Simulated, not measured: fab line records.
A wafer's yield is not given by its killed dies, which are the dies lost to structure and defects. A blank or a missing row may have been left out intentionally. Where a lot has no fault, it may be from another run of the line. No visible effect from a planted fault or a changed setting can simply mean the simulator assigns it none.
fab line records ; flow nand_harc ; part 1 of 2: steps 1 to 29 of 35
record lots=5; wafers=15; last_day=32
route steps=1302 shown A_WL_FILL@967 A_CONTACT@983
lots with no fault: from the same line, run without faults
start_h: the number of hours between the record's first day and the start of the first shown wafer of the lot ; wait_h: hours from the lot's prior step to this one ; " as in the row above ; L1.1+2: several wafers, shown together as one row ; - no value, or no start was given ; * or withheld: withheld ; < > ~ a bound
route shown NAME@n: NAME is a module with steps in the file, n the number in the route of the first one ; usual: mean/standard deviation taken from wafers without a fault ; same: alike in all rows ; chamber/n: place in a boat ; sites: per-site readings ; _std_site: standard deviation across them ; _edge_site: outer sites' mean less inner sites' ; radius_mm: how far each site lies from the wafer's centre ; mask NAME#n: copy n ; behind: the last tool/chamber to shape the wafer ; hold: what put the lot on hold/how long, in hours/how the hold closed ; device: which transistor (n, p or np) failed to switch ; end of line: tests run on the same wafers once the route is complete ; a step given without rows: its recipe and nothing more ; killed: not the wafer's yield, but the dies lost to structure and defects at the first sort ; map: a wafer's dies, marking killed ones x, the rest . and places with no die _
set.NAME: the setting that was run; set.NAME@STEP: the one run at that earlier step ; model.NAME: the simulator's own value behind a step, which no gauge read
lots seen at some steps along the route; tables by step, rows by wafer
services: when a tool's chamber went out of use (start_h, in hours from the record's first day, below 0 if earlier), for how many hours, and the reason
## steps
# step NHARC_A_WL_FILL_STRIP_29
# recipe time_s=20; o2_flow_sccm=500; ar_flow_sccm=0; bias_w=0; chemistry=O2
# usual drypump_motor_current_A=5.6/0.5; oes_product_au=1.002/0.01; rf_vpp_V=57.8/1; showerhead_plenum_p_Torr=3.53/0.17; throttle_valve_pct=17.037/0.0092
lot.wafer;tool;chamber;start_h;wait_h;drypump_motor_current_A;oes_product_au;rf_hours_counter_h;rf_vpp_V;showerhead_plenum_p_Torr;throttle_valve_pct
L074.2;rie_diel-11;2;485.57;0.1;6.7;0.999;2.5;57.8;3.70;17.021
L074.6;rie_diel-11;2;485.57;0.1;6.7;1.004;-;57.1;3.71;17.032
L074.5;rie_diel-11;0;485.57;0.1;5.1;1.015;-;58.8;3.42;17.027
L087.3;rie_diel-11;2;603.81;0.1;6.7;1.004;8.1;60.3;3.70;17.050
L087.1;rie_diel-11;3;603.81;0.1;5.0;0.998;7.1;57.8;3.33;17.043
L087.6;rie_diel-11;2;603.81;0.1;6.7;0.999;-;59.1;3.70;17.028
L088.2;rie_diel-11;2;622.12;0.1;6.7;0.988;0.0;57.7;3.70;17.053
L088.1;rie_diel-11;3;622.12;0.1;5.1;0.986;0.0;57.6;3.33;17.028
L088.6;rie_diel-11;1;622.12;0.1;5.7;1.023;-;56.3;3.45;17.048
L090.2;rie_diel-02;2;638.28;0.1;5.2;1.014;1.9;58.0;3.64;17.023
L090.3;rie_diel-02;3;638.28;0.1;5.6;0.995;1.5;57.8;3.61;17.037
L090.6;rie_diel-02;3;638.28;0.1;5.6;0.999;-;58.0;3.61;17.016
L097.1;rie_diel-11;1;687.66;0.1;5.7;1.008;4.8;56.9;3.45;17.024
L097.2;rie_diel-11;0;687.66;0.1;5.1;1.006;5.5;57.1;3.42;17.035
L097.5;rie_diel-11;0;687.66;0.1;5.1;1.010;-;57.6;3.42;17.037
# step NHARC_A_WL_FILL_ETCHBACK_17
# recipe target_depth_a=40; time_s=26.7; chemistry=Cl2/BCl3
# usual drypump_motor_current_A=5.3/0.51; oes_product_au=0.997/0.0093
lot.wafer;tool;chamber;start_h;wait_h;drypump_motor_current_A;oes_product_au;rf_hours_counter_h
L074.2;rie_metal-01;0;485.66;-;5.6;1.002;1.0
L074.5;rie_metal-01;0;485.66;-;5.6;0.998;-
L074.6;rie_metal-01;1;485.66;-;4.9;0.980;-
L087.1;rie_metal-01;0;603.92;-;5.6;1.004;0.4
L087.3;rie_metal-01;1;603.92;-;4.9;0.998;-
L087.6;rie_metal-01;0;603.92;-;5.6;0.995;-
L088.1;rie_metal-01;1;622.20;-;4.9;1.001;0.7
L088.2;rie_metal-01;0;622.20;-;5.6;1.003;0.7
L088.6;rie_metal-01;0;622.20;-;5.6;0.998;-
L090.2;rie_metal-03;0;638.37;-;4.6;0.991;2.1
L090.3;rie_metal-03;0;638.37;-;4.6;0.992;-
L090.6;rie_metal-03;1;638.37;-;5.4;1.004;-
L097.1;rie_metal-02;0;687.75;-;5.4;0.996;1.0
L097.2;rie_metal-02;0;687.75;-;5.4;1.002;-
L097.5;rie_metal-02;0;687.75;-;5.4;0.996;-
# step NHARC_A_WL_FILL_PRECLEAN_18
# recipe time_s=30; chemistry=dHF
lot.wafer;tool;chamber;start_h;wait_h
L074.5+2+6;wet_bench-05;6,1,3;485.87;0.1
L087.3+6+1;wet_bench-03;7,0,3;604.09;0.1
L088.6+2+1;wet_bench-03;1,5,6;622.39;0.1
L090.6+3+2;wet_bench-05;3,5,7;638.55;0.1
L097.1+5+2;wet_bench-03;3,5,6;688.07;0.3
# step NHARC_A_WL_FILL_SRD_21
lot.wafer;tool;chamber;start_h;wait_h
L074.5+2+6;wet_bench-05;6,1,3;485.90;0.0
L087.3+6+1;wet_bench-03;7,0,3;604.11;0.0
L088.6+2+1;wet_bench-03;1,5,6;622.41;0.0
L090.6+3+2;wet_bench-05;3,5,7;638.58;0.0
L097.1+5+2;wet_bench-03;3,5,6;688.09;0.0
# step NHARC_A_WL_FILL_CVD_23
# recipe target_thk_a=400; temp_c=620; pressure_mtorr=200; time_s=800; material=poly-Si
# usual zone_power_bottom_pct=13.3/2; zone_power_top_pct=19.3/1.1; zone_power_upper_pct=8.4/0.57
lot.wafer;tool;chamber;start_h;wait_h;zone_power_bottom_pct;zone_power_top_pct;zone_power_upper_pct
L074.2;lpcvd_poly-03;0;488.35;2.4;15.9;18.2;7.8
L074.5;lpcvd_poly-03;0;488.35;2.4;15.8;18.0;7.8
L074.6;lpcvd_poly-03;0;488.35;2.4;16.1;18.4;7.6
L087.1;lpcvd_poly-02;0;606.45;2.3;12.9;20.9;9.1
L087.3;lpcvd_poly-02;0;606.45;2.3;13.0;20.5;8.9
L087.6;lpcvd_poly-02;0;606.45;2.3;13.0;20.2;9.1
L088.1;lpcvd_poly-01;0;624.84;-;10.8;18.9;8.1
L088.2;lpcvd_poly-01;0;624.84;-;10.7;19.2;8.4
L088.6;lpcvd_poly-01;0;624.84;-;10.8;18.8;8.2
L090.2;lpcvd_poly-02;0;640.93;2.3;12.8;20.9;9.0
L090.3;lpcvd_poly-02;0;640.93;2.3;13.1;20.7;9.0
L090.6;lpcvd_poly-02;0;640.93;2.3;13.1;20.4;9.1
L097.1;lpcvd_poly-02;0;690.30;2.2;13.0;21.0;8.9
L097.2;lpcvd_poly-02;0;690.30;2.2;13.1;20.8;9.2
L097.5;lpcvd_poly-02;0;690.30;2.2;12.9;20.8;9.1
# step NHARC_A_WL_FILL_ETCHBACK_26
# recipe target_depth_a=520; time_s=13.3; hbr_flow_sccm=150; rf_w=350; icp_w=350; bias_w=60; chemistry=HBr
# usual drypump_motor_current_A=5.8/0.32; oes_product_au=0.999/0.011; throttle_valve_pct=23.265/0.0086
lot.wafer;tool;chamber;start_h;wait_h;drypump_motor_current_A;oes_product_au;rf_hours_counter_h;throttle_valve_pct
L074.2;rie_si-03;0;490.96;0.4;5.7;1.003;0.6;23.262
L074.5;rie_si-03;2;490.96;0.4;5.6;1.003;-;23.258
L074.6;rie_si-03;3;490.96;0.4;5.9;0.996;-;23.256
L087.3;rie_si-03;0;609.04;0.4;5.7;1.009;0.2;23.252
L087.1;rie_si-03;1;609.04;0.4;5.7;1.007;0.2;23.261
L087.6;rie_si-03;0;609.04;0.4;5.7;1.005;-;23.264
L088.2;rie_si-01;3;627.44;0.4;6.4;1.010;0.5;23.257
L088.1;rie_si-01;1;627.44;0.4;5.9;0.979;0.4;23.277
L088.6;rie_si-01;3;627.44;0.4;6.5;1.008;-;23.262
L090.3;rie_si-03;3;643.48;0.4;5.9;1.003;0.4;23.266
L090.2;rie_si-03;0;643.48;0.4;5.7;0.995;0.4;23.273
L090.6;rie_si-03;0;643.48;0.4;5.7;0.992;-;23.270
L097.1;rie_si-01;3;692.85;0.4;6.4;1.004;1.0;23.258
L097.2;rie_si-01;0;692.85;0.4;6.2;0.983;1.0;23.278
L097.5;rie_si-01;2;692.85;0.4;5.7;0.990;-;23.251
# step NHARC_A_WL_FILL_PRECLEAN_30
# recipe time_s=10; chemistry=dHF
lot.wafer;tool;chamber;start_h;wait_h
L074.2+6+5;wet_bench-03;4,5,0;491.07;0.1
L087.1+6+3;wet_bench-03;5,1,2;609.18;0.1
L088.6+2+1;wet_bench-05;6,0,1;627.58;0.1
L090.6+2+3;wet_bench-05;1,2,5;643.63;0.1
L097.2+5+1;wet_bench-05;6,7,3;692.98;0.1
# step NHARC_A_WL_FILL_SRD_14
lot.wafer;tool;chamber;start_h;wait_h
L074.2+6+5;wet_bench-03;4,5,0;491.10;0.0
L087.1+6+3;wet_bench-03;5,1,2;609.20;0.0
L088.6+2+1;wet_bench-05;6,0,1;627.61;0.0
L090.6+2+3;wet_bench-05;1,2,5;643.65;0.0
L097.2+5+1;wet_bench-05;6,7,3;693.00;0.0
# step NHARC_A_WL_FILL_ALD_19
# recipe target_thk_a=20; pulse_time_s=3; ald_cycles=100; temp_c=450; material=TiN
# usual heater_power_w=1119/92; precursor_pulse_height_rel=1.000/0.02
# same pulse_time_s=3
lot.wafer;tool;chamber;start_h;wait_h;heater_power_w;precursor_pulse_height_rel
L074.2;ald_metal-02;2;491.25;0.2;1139;0.978
L074.5;ald_metal-02;1;491.25;0.2;1242;0.969
L074.6;ald_metal-02;2;491.25;0.2;1129;0.986
L087.1;ald_metal-01;3;609.32;0.1;1109;1.053
L087.3;ald_metal-01;0;609.32;0.1;992;0.984
L087.6;ald_metal-01;3;609.32;0.1;1087;0.968
L088.2;ald_metal-02;0;627.71;0.1;1249;1.017
L088.1;ald_metal-02;1;627.71;0.1;1191;1.033
L088.6;ald_metal-02;1;627.71;0.1;1238;1.007
L090.2;ald_metal-01;2;643.79;0.1;1215;1.006
L090.3;ald_metal-01;3;643.79;0.1;1103;1.006
L090.6;ald_metal-01;1;643.79;0.1;1051;1.002
L097.1;ald_metal-03;2;693.15;0.1;1077;1.036
L097.2;ald_metal-03;3;693.15;0.1;965;1.011
L097.5;ald_metal-03;0;693.15;0.1;1112;0.961
# step NHARC_A_WL_FILL_CVD_20
# recipe target_thk_a=1000; temp_c=400; pressure_torr=40; wf6_flow_sccm=40; h2_flow_sccm=1600; ar_flow_sccm=1560; time_s=74; material=W
# usual heater_power_w=841/91; throttle_valve_pct=7.86/0.27
lot.wafer;tool;chamber;start_h;wait_h;heater_power_w;throttle_valve_pct
L074.2;cvd_w-02;0;-;-;983;7.71
L074.5;cvd_w-02;0;-;-;980;7.75
L074.6;cvd_w-02;1;-;-;749;7.45
L087.1;cvd_w-02;0;-;-;962;7.80
L087.3;cvd_w-02;0;-;-;960;7.96
L087.6;cvd_w-02;0;-;-;980;7.98
L088.1;cvd_w-02;1;-;-;771;7.87
L088.2;cvd_w-02;0;-;-;994;7.63
L088.6;cvd_w-02;1;-;-;756;7.75
L090.2;cvd_w-02;0;-;-;970;7.30
L090.3;cvd_w-02;0;-;-;974;7.92
L090.6;cvd_w-02;0;-;-;981;7.70
L097.2;cvd_w-02;0;-;-;967;7.67
L097.1;cvd_w-02;1;-;-;765;7.96
L097.5;cvd_w-02;1;-;-;771;7.88
# step NHARC_A_WL_FILL_CMP_12
# recipe t_overpolish_s=30; target_thk_nm=100
# usual motor_current_A=12.0/1.5; overpolish_run_s=29.999/0.0084; slurry_flow_ml_min=150.0/0.43; time_to_endpoint_s=19/3.2
lot.wafer;tool;chamber;start_h;wait_h;motor_current_A;overpolish_run_s;slurry_flow_ml_min;time_to_endpoint_s
L074.2;cmp-04;3;491.62;0.2;11.8;29.984;150.5;18
L074.5;cmp-04;3;491.62;0.2;12.3;29.994;150.8;15
L074.6;cmp-04;0;491.62;0.2;9.7;30.001;149.6;16
L087.3;cmp-03;1;610.00;0.3;12.2;29.990;149.2;23
L087.1;cmp-03;2;610.00;0.3;10.7;30.004;149.4;16
L087.6;cmp-03;0;610.00;0.3;11.5;30.009;149.7;23
L088.1;cmp-01;0;628.11;0.2;14.9;29.998;150.2;16
L088.2;cmp-01;1;628.11;0.2;13.5;30.002;149.6;18
L088.6;cmp-01;3;628.11;0.2;11.2;29.991;150.4;18
L090.2;cmp-03;3;644.47;0.1;10.2;30.000;150.1;19
L090.3;cmp-03;1;644.47;0.1;12.7;29.990;150.2;18
L090.6;cmp-03;0;644.47;0.1;12.0;29.999;150.7;22
L097.1;cmp-01;2;693.49;0.1;11.0;29.993;150.0;15
L097.2;cmp-01;3;693.49;0.1;11.3;30.000;149.8;19
L097.5;cmp-01;2;693.49;0.1;11.9;29.989;149.9;14
# step NHARC_A_WL_FILL_SRD_31
lot.wafer;tool;chamber;start_h;wait_h
L074.6+5+2;wet_bench-01;2,6,7;491.94;0.0
L087.1+6+3;wet_bench-01;7,1,2;610.31;0.0
L088.1+6+2;wet_bench-01;7,0,3;628.41;0.0
L090.6+2+3;wet_bench-03;0,3,5;644.79;0.0
L097.1+2+5;wet_bench-01;0,2,3;693.81;0.0
# step NHARC_A_WL_FILL_INSPECT_15
# usual raw_defect_count=449/89
lot.wafer;tool;chamber;start_h;wait_h;raw_defect_count
L074.2;defect_inspect-01;-;492.10;0.0;422
L074.5;defect_inspect-01;-;492.10;0.0;406
L074.6;defect_inspect-01;-;492.10;0.0;306
L087.1;defect_inspect-01;-;610.45;0.0;547
L087.3;defect_inspect-01;-;610.45;0.0;245
L087.6;defect_inspect-01;-;610.45;0.0;380
L088.1;defect_inspect-02;-;628.55;0.0;373
L088.2;defect_inspect-02;-;628.55;0.0;725
L088.6;defect_inspect-02;-;628.55;0.0;419
L090.2;defect_inspect-01;-;644.96;0.0;366
L090.3;defect_inspect-01;-;644.96;0.0;367
L090.6;defect_inspect-01;-;644.96;0.0;391
L097.1;defect_inspect-01;-;693.98;0.0;621
L097.2;defect_inspect-01;-;693.98;0.0;473
L097.5;defect_inspect-01;-;693.98;0.0;671
# step NHARC_A_CONTACT_DEP_24
# recipe target_thk_a=5000; temp_c=400; pressure_torr=6.5; rf_w=900; teos_flow_sccm=161.4; flow_sccm=2650; target_thk_nm=500; gas=O2; material=SiO2
# usual heater_power_w=558/80; throttle_valve_pct=15.9/0.56
lot.wafer;tool;chamber;start_h;wait_h;heater_power_w;throttle_valve_pct
L074.2;pecvd-04;2;492.23;0.1;581;16.0
L074.5;pecvd-04;1;492.23;0.1;585;16.7
L074.6;pecvd-04;0;492.23;0.1;545;15.6
L087.3;pecvd-04;1;610.58;0.1;622;17.0
L087.1;pecvd-04;0;610.58;0.1;550;15.5
L087.6;pecvd-04;2;610.58;0.1;587;16.5
L088.1;pecvd-03;1;628.62;0.1;547;15.9
L088.2;pecvd-03;0;628.62;0.1;628;16.0
L088.6;pecvd-03;1;628.62;0.1;564;16.0
L090.3;pecvd-03;1;645.02;0.1;542;15.9
L090.2;pecvd-03;2;645.02;0.1;413;15.3
L090.6;pecvd-03;1;645.02;0.1;547;15.9
L097.2;pecvd-04;1;694.11;0.1;518;17.0
L097.1;pecvd-04;2;694.11;0.1;527;16.1
L097.5;pecvd-04;0;694.11;0.1;515;15.1
# step NHARC_A_CONTACT_DEP_28
# recipe target_thk_a=70000; temp_c=400; material=aC
# usual throttle_valve_pct=35.000/0.01
lot.wafer;tool;chamber;start_h;wait_h;throttle_valve_pct
L074.2;acl_dep-03;0;498.40;5.7;35.012
L074.5;acl_dep-03;0;500.54;7.8;35.007
L074.6;acl_dep-03;0;500.54;7.8;35.007
L087.1;acl_dep-01;0;615.03;3.9;35.015
L087.3;acl_dep-01;0;616.45;5.3;35.012
L087.6;acl_dep-01;0;618.57;7.4;34.994
L088.1;acl_dep-01;0;631.99;2.8;34.985
L088.2;acl_dep-01;0;631.99;2.8;34.998
L088.6;acl_dep-01;0;635.51;6.3;34.980
L090.2;acl_dep-02;0;647.83;2.3;35.002
L090.3;acl_dep-02;0;647.83;2.3;34.983
L090.6;acl_dep-02;0;650.62;5.0;34.998
L097.1;acl_dep-02;0;695.29;0.7;34.984
L097.2;acl_dep-02;0;695.29;0.7;34.987
L097.5;acl_dep-02;0;698.13;3.5;35.014
# step NHARC_A_CONTACT_DEP_29
# recipe target_thk_a=1000; target_thk_nm=100; temp_c=400; pressure_torr=3.5; flow_sccm=200; rf_w=350; material=SiON
# usual heater_power_w=756/87
lot.wafer;tool;chamber;start_h;wait_h;heater_power_w
L074.2;pecvd-04;0;502.05;2.9;756
L074.6;pecvd-04;2;502.05;2.9;778
L074.5;pecvd-04;0;502.05;2.9;756
L087.1;pecvd-04;1;619.33;3.6;727
L087.3;pecvd-04;2;619.33;3.6;803
L087.6;pecvd-04;2;619.33;3.6;813
L088.1;pecvd-01;0;636.34;3.6;742
L088.2;pecvd-01;1;636.34;3.6;784
L088.6;pecvd-01;2;636.34;3.6;934
L090.2;pecvd-03;0;651.37;2.8;802
L090.3;pecvd-03;1;651.37;2.8;693
L090.6;pecvd-03;2;651.37;2.8;640
L097.1;pecvd-01;1;699.58;3.6;706
L097.2;pecvd-01;2;699.58;3.6;822
L097.5;pecvd-01;0;699.58;3.6;930
# step NHARC_A_CONTACT_DEHYDRATE_32
# recipe temp_c=150; time_s=120
lot.wafer;tool;chamber;start_h;wait_h
L074.2+5+6;litho_track-04;0;502.27;0.2
L087.1+3+6;litho_track-04;0;619.57;0.2
L088.1+2+6;litho_track-01;0;636.60;0.2
L090.2+3+6;litho_track-04;0;651.62;0.2
L097.1+2+5;litho_track-04;0;699.85;0.2
# step NHARC_A_CONTACT_HMDS_33
# recipe time_s=30
lot.wafer;tool;chamber;start_h;wait_h
L074.2+5+6;litho_track-04;0;-;-
L087.1+3+6;litho_track-04;0;-;-
L088.1+2+6;litho_track-01;0;-;-
L090.2+3+6;litho_track-04;0;-;-
L097.1+2+5;litho_track-04;0;-;-
# step NHARC_A_CONTACT_COAT_34
# recipe temp_c=260; time_s=75
lot.wafer;tool;chamber;start_h;wait_h
L074.2+5+6;litho_track-04;0;-;-
L087.1+3+6;litho_track-04;0;-;-
L088.1+2+6;litho_track-01;0;-;-
L090.2+3+6;litho_track-04;0;-;-
L097.1+2+5;litho_track-04;0;-;-
# step NHARC_A_CONTACT_COAT_35
# recipe temp_c=225; time_s=65
lot.wafer;tool;chamber;start_h;wait_h
L074.2+5+6;litho_track-04;0;-;-
L087.1+3+6;litho_track-04;0;-;-
L088.1+2+6;litho_track-01;0;-;-
L090.2+3+6;litho_track-04;0;-;-
L097.1+2+5;litho_track-04;0;-;-
# step NHARC_A_CONTACT_COAT_36
# recipe spin_rpm=1500; resist_thk_nm=90
lot.wafer;tool;chamber;start_h;wait_h
L074.2+5+6;litho_track-04;0;-;-
L087.1+3+6;litho_track-04;0;-;-
L088.1+2+6;litho_track-01;0;-;-
L090.2+3+6;litho_track-04;0;-;-
L097.1+2+5;litho_track-04;0;-;-
# step NHARC_A_CONTACT_SOFTBAKE_37
# recipe temp_c=105; time_s=55
lot.wafer;tool;chamber;start_h;wait_h
L074.2+5+6;litho_track-04;0;-;-
L087.1+3+6;litho_track-04;0;-;-
L088.1+2+6;litho_track-01;0;-;-
L090.2+3+6;litho_track-04;0;-;-
L097.1+2+5;litho_track-04;0;-;-
# step NHARC_A_CONTACT_EBR_38
lot.wafer;tool;chamber;start_h;wait_h
L074.2+5+6;litho_track-04;0;-;-
L087.1+3+6;litho_track-04;0;-;-
L088.1+2+6;litho_track-01;0;-;-
L090.2+3+6;litho_track-04;0;-;-
L097.1+2+5;litho_track-04;0;-;-
# step NHARC_A_CONTACT_EXPOSE_39
# recipe na=1.35; sigma_outer=0.8; dose_mj=58.79; mask_id=A_CC_3
# same sigma_outer=0.8
lot.wafer;tool;chamber;start_h;wait_h;mask
L074.2+5+6;arfi_scanner-01;0;502.46;-;A_CC_3#0
L087.1+3+6;arfi_scanner-01;0;619.88;-;A_CC_3#0
L088.1+2+6;arfi_scanner-01;0;636.80;-;A_CC_3#0
L090.2+3+6;arfi_scanner-03;0;651.93;-;A_CC_3#0
L097.1+2+5;arfi_scanner-02;0;700.17;-;A_CC_3#0
# step NHARC_A_CONTACT_PEB_40
# recipe peb_temp_c=100; peb_time_s=65
# same peb_time_s=65
lot.wafer;tool;chamber;start_h;wait_h
L074.2+5+6;litho_track-01;0;502.51;0.1
L087.1+3+6;litho_track-06;0;619.94;0.1
L088.1+2+6;litho_track-06;0;636.86;0.1
L090.2+3+6;litho_track-06;0;651.99;0.1
L097.1+2+5;litho_track-01;0;700.23;0.1
# step NHARC_A_CONTACT_DEVELOP_41
# recipe develop_time_s=35; dev_temp_c=23
lot.wafer;tool;chamber;start_h;wait_h
L074.2+5+6;litho_track-01;0;-;-
L087.1+3+6;litho_track-06;0;-;-
L088.1+2+6;litho_track-06;0;-;-
L090.2+3+6;litho_track-06;0;-;-
L097.1+2+5;litho_track-01;0;-;-
# step NHARC_A_CONTACT_CD_MEAS_42
# recipe target_cd_nm=300; landing_energy_ev=500
# usual cd_nm=300.2/0.57
lot.wafer;tool;chamber;start_h;wait_h;cd_nm
L074.2;cd_sem-03;0;502.59;-;300.4
L074.5;cd_sem-03;0;502.59;-;300.7
L074.6;cd_sem-03;0;502.59;-;300.2
L087.1;cd_sem-03;0;620.02;-;299.7
L087.3;cd_sem-03;0;620.02;-;299.9
L087.6;cd_sem-03;0;620.02;-;300.0
L088.1;cd_sem-01;0;636.94;-;299.3
L088.2;cd_sem-01;0;636.94;-;299.6
L088.6;cd_sem-01;0;636.94;-;299.5
L090.2;cd_sem-02;0;652.07;-;299.3
L090.3;cd_sem-02;0;652.07;-;298.9
L090.6;cd_sem-02;0;652.07;-;300.2
L097.1;cd_sem-03;0;700.31;-;300.7
L097.2;cd_sem-03;0;700.31;-;301.0
L097.5;cd_sem-03;0;700.31;-;301.1
# step NHARC_A_CONTACT_OVL_MEAS_43
# usual overlay_x_nm=0.0/0.87; overlay_y_nm=0.0/0.86
lot.wafer;tool;chamber;start_h;wait_h;overlay_x_nm;overlay_y_nm
L074.2;overlay-01;-;502.68;-;0.5;-0.4
L074.5;overlay-01;-;502.68;-;0.5;-1.0
L074.6;overlay-01;-;502.68;-;0.3;-0.8
L087.1;overlay-01;-;620.11;-;0.9;-0.2
L087.3;overlay-01;-;620.11;-;1.2;-0.3
L087.6;overlay-01;-;620.11;-;0.4;-0.2
L088.1;overlay-01;-;637.03;-;1.1;1.3
L088.2;overlay-01;-;637.03;-;0.9;1.4
L088.6;overlay-01;-;637.03;-;1.6;0.8
L090.2;overlay-02;-;652.15;-;0.6;0.8
L090.3;overlay-02;-;652.15;-;0.0;0.5
L090.6;overlay-02;-;652.15;-;0.3;0.6
L097.1;overlay-02;-;700.40;-;0.2;1.0
L097.2;overlay-02;-;700.40;-;0.3;0.5
L097.5;overlay-02;-;700.40;-;0.1;0.4
# step NHARC_A_CONTACT_INSPECT_44
# usual raw_defect_count=83/35
lot.wafer;tool;chamber;start_h;wait_h;raw_defect_count
L074.2;defect_inspect-01;-;502.72;0.0;18
L074.5;defect_inspect-01;-;502.72;0.0;13
L074.6;defect_inspect-01;-;502.72;0.0;17
L087.1;defect_inspect-02;-;620.15;0.0;54
L087.3;defect_inspect-02;-;620.15;0.0;54
L087.6;defect_inspect-02;-;620.15;0.0;55
L088.1;defect_inspect-02;-;637.06;0.0;18
L088.2;defect_inspect-02;-;637.06;0.0;19
L088.6;defect_inspect-02;-;637.06;0.0;18
L090.2;defect_inspect-01;-;652.19;0.0;64
L090.3;defect_inspect-01;-;652.19;0.0;67
L090.6;defect_inspect-01;-;652.19;0.0;57
L097.1;defect_inspect-01;-;700.44;0.0;82
L097.2;defect_inspect-01;-;700.44;0.0;84
L097.5;defect_inspect-01;-;700.44;0.0;83
